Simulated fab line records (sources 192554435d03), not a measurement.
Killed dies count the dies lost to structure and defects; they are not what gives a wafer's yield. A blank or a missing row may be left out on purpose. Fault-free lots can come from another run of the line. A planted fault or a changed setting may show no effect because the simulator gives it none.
Matching of chambers	flow n5-finfet	N5_MOL_CONTACT_COAG_CMP_23 on cmp-02 has 4 sister chambers
The step polishes, stops on SiO2, t overpolish 1.5 s, target thk 0 nm. 4 wafers are shown with their chamber, then 8 later ones without.

== EACH WAFER AND ITS CHAMBER ==
wafer	chamber	motor-current-A (A)
L077.1	0	8.1
L082.3	2	8.6
L083.1	3	7.4
L083.2	1	7.9

== WAFERS WITH NO CHAMBER GIVEN ==
wafer	motor-current-A (A)
L088.1	8.2
L088.4	7.9
L089.1	8.1
L089.2	7.2
L091.2	8.2
L091.3	7.6
L092.1	7.3
L092.2	8.2

== EACH ONE'S CHAMBER ==
wafer	from the rows above	in truth
L088.1	can't be placed: 0 or 1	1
L088.4	can't be placed: 1 or 0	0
L089.1	can't be placed: 0 or 1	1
L089.2	3	3
L091.2	can't be placed: 0 or 1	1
L091.3	can't be placed: 3 or 1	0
L092.1	3	3
L092.2	can't be placed: 0 or 1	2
2 of 8 placed correctly. These rows do not allow placing 6 (true chamber among the candidates in 4). Placed wrongly: 0.
How it was worked out, from the rows above alone: a wafer's distance from a chamber is the root of the sum, over the readings, of the square of ((its reading less the chamber's mean) divided by the reading's scatter). If the next closest chamber is less than 2 further off than the closest, the wafer can't be placed; otherwise it belongs to the closest. Each chamber's mean is taken over the wafers shown for it. The scatter (one wafer shown for each chamber): square how far every hidden wafer sits from the nearest shown wafer, average those squares and take the square root.
